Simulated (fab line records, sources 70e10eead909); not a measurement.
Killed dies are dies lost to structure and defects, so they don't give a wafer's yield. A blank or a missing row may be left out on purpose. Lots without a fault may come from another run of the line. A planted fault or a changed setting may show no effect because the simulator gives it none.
Chamber matching | flow nand_harc | NHARC_A_M0_PRE_CLEAN_31 on pecvd-04: 3 sister chambers
The step time 12 s. 3 wafers are shown with their chamber, then 10 later ones without.

WAFERS WITH THEIR CHAMBER
wafer  | chamber | heater_power_w (W)
L087.1 | 2       | 586
L087.3 | 1       | 521
L088.4 | 0       | 577

WAFERS WITHOUT THEIR CHAMBER
wafer  | heater_power_w (W)
L088.6 | 615
L089.2 | 575
L089.3 | 597
L089.6 | 588
L093.2 | 633
L093.3 | 585
L093.6 | 509
L095.1 | 589
L095.3 | 534
L095.4 | 529

WHICH CHAMBER EACH WENT THROUGH
wafer  | from the rows above     | in truth
L088.6 | can't be placed: 2 or 0 | 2
L089.2 | can't be placed: 0 or 2 | 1
L089.3 | can't be placed: 2 or 0 | 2
L089.6 | can't be placed: 2 or 0 | 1
L093.2 | can't be placed: 2 or 0 | 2
L093.3 | can't be placed: 2 or 0 | 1
L093.6 | 1                       | 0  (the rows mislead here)
L095.1 | can't be placed: 2 or 0 | 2
L095.3 | can't be placed: 1 or 0 | 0
L095.4 | 1                       | 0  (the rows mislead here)
Placed correctly: 0 of 10. Can't be placed from these rows: 8 (the true chamber is among the candidates in 5). Placed wrongly: 2.
How it was worked out, from the rows above alone: a wafer's distance from a chamber is the root of the sum, over the readings, of the square of ((its reading less the chamber's mean) divided by the reading's scatter). The wafer belongs to the nearest chamber; if the next one is less than 2 further off, it can't be placed. A chamber's mean is the mean of its shown wafers. The scatter: with one shown wafer a chamber, the root of the mean of the squares of how far each hidden wafer lies from its nearest shown one.
